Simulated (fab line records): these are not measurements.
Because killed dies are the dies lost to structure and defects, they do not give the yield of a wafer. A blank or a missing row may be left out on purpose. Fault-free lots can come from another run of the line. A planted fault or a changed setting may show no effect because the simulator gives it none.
Which of the tools did it? -- flow nand_harc -- Sampling: 11 lots, 33 wafers, 5 of 1159 route steps

WHAT EACH GAUGE READ, for each wafer
NHARC_END_SORT_01. Usual: defect_limited_yield 95.3 %, standard deviation 1.3; killed_at_array 28, standard deviation 9.1; killed_at_other 0.6, standard deviation 0.87; killed_at_periphery 3.4, standard deviation 2.7; killed_dies 32, standard deviation 9; killed_open 3.2, standard deviation 1.9; killed_short 2.0, standard deviation 1.3; sort_bin_2_pct 1.5 %, standard deviation 0.57; sort_bin_3_pct 0.26 %, standard deviation 0.22; sort_bin_4_pct 2.9 %, standard deviation 0.91; sort_n_pass 645, standard deviation 9; sort_rim_yield_pct 93 %, standard deviation 3.3; sort_yield_pct 95.3 %, standard deviation 1.3.
lot,measured,on,defect_limited_yield (%),killed_at_array,killed_at_other,killed_at_periphery,killed_dies,killed_open,killed_short,sort_bin_2_pct (%),sort_bin_3_pct (%),sort_bin_4_pct (%),sort_n_pass,sort_rim_yield_pct (%),sort_yield_pct (%),flag
L123,day 19 09:19,prober-01,97.3 96.2 96.5,13 20 17,2 1 1,3 5 6,18 26 24,3 8 6,3 3 1,1.0 1.3 1.2,0.30 0 0.30,1.3 2.5 2.1,659 651 653,93 94 92,97.3 96.2 96.5,
L125,day 20 03:52,prober-02,98.8 97.3 97.8,7 13 12,0 0 0,1 5 3,8 18 15,0 4 5,3 3 3,0.3 0.7 0.6,0.15 0 0.15,0.7 1.9 1.5,669 659 662,98 97 96,98.8 97.3 97.8,
L122,day 19 20:50,prober-02,95.7 96.9 94.4,28 20 34,0 0 0,1 1 4,29 21 38,2 3 3,1 3 0,1.5 0.9 1.5,0.59 0.15 0.30,2.2 2.1 3.8,648 656 639,92 93 92,95.7 96.9 94.4,
L127,day 20 19:25,prober-02,96.3 96.3 96.3,24 23 24,0 1 0,1 1 1,25 25 25,4 6 3,1 1 1,0.9 1.2 0.6,0.59 0.15 0.15,2.2 2.4 3.0,652 652 652,97 91 94,96.3 96.3 96.3,
L130,day 21 13:59,prober-02,95.9 95.6 94.8,26 25 33,1 1 1,1 4 1,28 30 35,3 4 2,1 1 4,1.0 1.8 1.8,0.74 0.15 0.15,2.4 2.5 3.2,649 647 642,94 97 94,95.9 95.6 94.8,
L128,day 22 05:53,prober-02,94.1 93.5 93.2,35 35 38,0 0 1,5 9 7,40 44 46,2 4 7,2 1 1,1.8 1.5 2.5,0.59 0.30 0,3.5 4.7 4.3,637 633 631,91 84 82,94.1 93.5 93.2,
L132,day 23 06:07,prober-02,96.8 95.3 95.7,21 28 26,1 0 0,0 4 3,22 32 29,0 1 1,3 2 4,0.9 1.2 1.3,0.15 0.15 0.15,2.2 3.4 2.8,655 645 648,97 94 94,96.8 95.3 95.7,
L134,day 22 22:19,prober-02,95.7 94.7 96.2,28 33 25,0 0 0,1 3 1,29 36 26,1 4 4,3 3 2,1.5 2.2 1.2,0.15 0 0.30,2.7 3.1 2.4,648 641 651,91 96 93,95.7 94.7 96.2,
L137,day 24 05:35,prober-02,95.6 95.7 96.0,22 18 14,1 2 3,7 9 10,30 29 27,3 1 2,3 3 2,1.0 0.7 1.3,0.74 0.15 0.15,2.7 3.4 2.5,647 648 650,95 94 97,95.6 95.7 96.0,
L135,day 24 21:59,prober-02,94.5 93.5 93.8,29 37 35,1 2 2,7 5 5,37 44 42,8 1 2,5 4 5,1.5 1.5 2.2,0.30 0.44 0.59,3.7 4.6 3.4,640 633 635,94 95 93,94.5 93.5 93.8,
L140,day 24 12:34,prober-02,94.2 94.2 94.1,35 35 36,0 1 0,4 3 4,39 39 40,7 3 6,1 3 0,2.1 2.4 1.9,0.15 0.30 0.44,3.5 3.1 3.5,638 638 637,93 89 87,94.2 94.2 94.1,

TOOL THAT RAN EACH LOT (tool first, then ch and the chambers of the sampled wafers, then the start)
lot,NHARC_A_BLC_ALD_23,NHARC_A_BLC_CVD_24,NHARC_A_M0_DEVELOP_08,NHARC_A_M0_ETCH_34
L123,"ald_metal-01 ch 0,1, day 17 14:04","cvd_w-02 ch 0,1, day 17 18:00 or earlier","litho_track-06 ch 0, day 17 18:00","rie_diel-11 ch 1,3, day 17 18:23"
L125,"ald_metal-01 ch 1,2,3, day 17 20:40","cvd_w-02 ch 0,1, day 18 03:00 or earlier","litho_track-04 ch 0, day 18 03:00","rie_diel-12 ch 1,2,3, day 18 04:02"
L122,"ald_metal-02 ch 1,3, day 18 00:10","cvd_w-01 ch 0,1, day 18 04:00 or earlier","litho_track-01 ch 0, day 18 04:00","rie_diel-02 ch 1,2, day 18 04:38"
L127,"ald_metal-03 ch 0,2,3, day 18 06:19","cvd_w-02 ch 0,1, day 18 08:00 or earlier","litho_track-01 ch 0, day 18 08:00","rie_diel-02 ch 1,2,3, day 18 08:37"
L130,"ald_metal-02 ch 0,1,3, day 19 17:44","cvd_w-02 ch 0,1, day 19 20:00 or earlier","litho_track-06 ch 0, day 19 20:00","rie_diel-02 ch 0,2,3, day 19 21:07"
L128,"ald_metal-01 ch 0,1,3, day 19 23:15","cvd_w-02 ch 0,1, day 20 04:00 or earlier","litho_track-06 ch 0, day 20 04:00","rie_diel-02 ch 1,2, day 20 04:55"
L132,"ald_metal-02 ch 0,3, day 20 05:44","cvd_w-01 ch 1, day 20 11:00 or earlier","litho_track-04 ch 0, day 20 11:00","rie_diel-02 ch 1,2, day 20 11:34"
L134,"ald_metal-03 ch 1,2, day 20 10:37","cvd_w-02 ch 1, day 20 10:56","litho_track-01 ch 0, day 20 12:00","rie_diel-02 ch 1,2, day 20 13:07"
L137,"ald_metal-02 ch 0,1, day 21 06:17","cvd_w-02 ch 0,1, day 21 11:00 or earlier","litho_track-01 ch 0, day 21 11:00","rie_diel-02 ch 0,2, day 21 11:28"
L135,"ald_metal-03 ch 2,3, day 21 07:23","cvd_w-02 ch 0,1, day 21 11:00 or earlier","litho_track-01 ch 0, day 21 11:00","rie_diel-02 ch 0,1,2, day 21 12:01"
L140,"ald_metal-03 ch 0,1,2, day 21 12:34","cvd_w-01 ch 0,1, day 21 17:00 or earlier","litho_track-01 ch 0, day 21 17:00","rie_diel-11 ch 1,3, day 21 18:17"
- NHARC_A_BLC_ALD_23: deposits TiN, target thk 3 nm, pulse time 1 s, ald cycles 150.
- NHARC_A_BLC_CVD_24: deposits W, target thk 150 nm, time 434 s.
- NHARC_A_M0_DEVELOP_08: develop time 35 s.
- NHARC_A_M0_ETCH_34: etches the open film in N2/H2, target depth 40 nm, overetch 12 nm, time 43.94 s.

WHAT THE TOOLS THEMSELVES READ (means of the sampled wafers that have a number; where no wafer has one, the mark that the record gives instead)
NHARC_A_BLC_ALD_23. Usual: heater_power_outer_w 714 W, standard deviation 59; heater_power_w 1114 W, standard deviation 90; precursor_pulse_height_rel 0.997, standard deviation 0.019.
lot,tool,heater_power_outer_w (W),heater_power_w (W),precursor_pulse_height_rel,flag
L123,ald_metal-01,724,1058,0.989,
L125,ald_metal-01,704,1076,1.009,
L122,ald_metal-02,703,1113,1.003,
L127,ald_metal-03,724,1172,0.983,
L130,ald_metal-02,732,1098,1.006,
L128,ald_metal-01,731,1094,0.981,
L132,ald_metal-02,716,1052,0.994,
L134,ald_metal-03,693,1116,0.998,
L137,ald_metal-02,743,1095,0.991,
L135,ald_metal-03,702,1124,1.008,
L140,ald_metal-03,742,1186,0.994,

NHARC_A_BLC_CVD_24. Usual: chamber_pressure_Torr 40.00 Torr, standard deviation 0.083; heater_power_outer_w 271 W, standard deviation 48; heater_power_w 470 W, standard deviation 59; throttle_valve_pct 7.8 %, standard deviation 0.31.
lot,tool,chamber_pressure_Torr (Torr),heater_power_outer_w (W),heater_power_w (W),throttle_valve_pct (%),flag
L123,cvd_w-02,39.88,252,431,7.7,
L125,cvd_w-02,40.06,253,427,7.8,
L122,cvd_w-01,39.97,300,516,7.8,
L127,cvd_w-02,39.98,227,414,7.6,
L130,cvd_w-02,39.95,254,433,7.9,
L128,cvd_w-02,40.03,252,429,7.9,
L132,cvd_w-01,40.00,350,565,7.7,
L134,cvd_w-02,40.11,271,451,8.1,
L137,cvd_w-02,39.97,233,419,7.5,
L135,cvd_w-02,40.06,233,422,7.7,
L140,cvd_w-01,40.07,306,524,7.8,

NHARC_A_M0_DEVELOP_08. Usual: developer_temp_C 22.99 C, standard deviation 0.11.
lot,tool,developer_temp_C (C),flag
L123,litho_track-06,22.98,
L125,litho_track-04,22.94,
L122,litho_track-01,23.10,
L127,litho_track-01,23.04,
L130,litho_track-06,22.90,
L128,litho_track-06,23.11,
L132,litho_track-04,22.99,
L134,litho_track-01,22.80,
L137,litho_track-01,22.90,
L135,litho_track-01,21.98,OFF
L140,litho_track-01,22.02,OFF

NHARC_A_M0_ETCH_34. Usual: drypump_motor_current_A 5.8 A, standard deviation 0.45; n2_flow_sccm 150.0 sccm, standard deviation 0.46; oes_product_au 0.998 a.u., standard deviation 0.0088; rf_vpp_V 431.1 V, standard deviation 2.3; showerhead_plenum_p_Torr 2.06 Torr, standard deviation 0.079; throttle_valve_pct 14.173 %, standard deviation 0.009.
lot,tool,drypump_motor_current_A (A),n2_flow_sccm (sccm),oes_product_au (a.u.),rf_vpp_V (V),showerhead_plenum_p_Torr (Torr),throttle_valve_pct (%),flag
L123,rie_diel-11,5.5,150.3,0.996,429.9,2.00,14.172,
L125,rie_diel-12,6.0,149.8,0.995,429.9,2.04,14.172,
L122,rie_diel-02,5.5,149.9,0.996,431.5,2.07,14.171,
L127,rie_diel-02,5.7,150.0,0.996,431.3,2.08,14.169,
L130,rie_diel-02,5.6,149.8,0.996,432.5,2.11,14.182,
L128,rie_diel-02,6.0,150.1,0.999,430.8,2.07,14.170,
L132,rie_diel-02,5.6,150.6,0.993,431.5,2.06,14.174,
L134,rie_diel-02,5.9,150.0,0.992,431.1,2.07,14.181,
L137,rie_diel-02,5.7,149.6,1.006,432.4,2.13,14.169,
L135,rie_diel-02,5.8,149.7,0.996,431.5,2.10,14.171,
L140,rie_diel-11,5.4,149.9,0.995,430.0,2.03,14.170,

THE ANSWER, worked out from the rows above alone
Rule: a lot is off if the mean of its wafers that have a number lies more than 3 standard deviations from the usual mean. A lot without any number at a reading at which 4 lots or more have one is off too. Any other lot the step has rows for is counted as sound. First the gauges in route order, then the tools' own readings, where a lot's mean is used as printed above. At the first step where some lot is off, the reading lying furthest off is the one used; lots without a number count as furthest.
Off, at NHARC_A_M0_DEVELOP_08 on developer_temp_C: L135, L140.
If a tool, at that step or one of the process steps before it, ran each lot that is off and ran no sound lot following the first of them, it fits. Because NHARC_A_BLC_CVD_24 lacks a start for some lots, the hours and order of its lots are taken from NHARC_A_M0_DEVELOP_08. This does not decide it: 2 tools fit, namely ald_metal-03 at NHARC_A_BLC_ALD_23 and litho_track-01 at NHARC_A_M0_DEVELOP_08.

WHAT HAD BEEN PUT IN BY THE SIMULATOR
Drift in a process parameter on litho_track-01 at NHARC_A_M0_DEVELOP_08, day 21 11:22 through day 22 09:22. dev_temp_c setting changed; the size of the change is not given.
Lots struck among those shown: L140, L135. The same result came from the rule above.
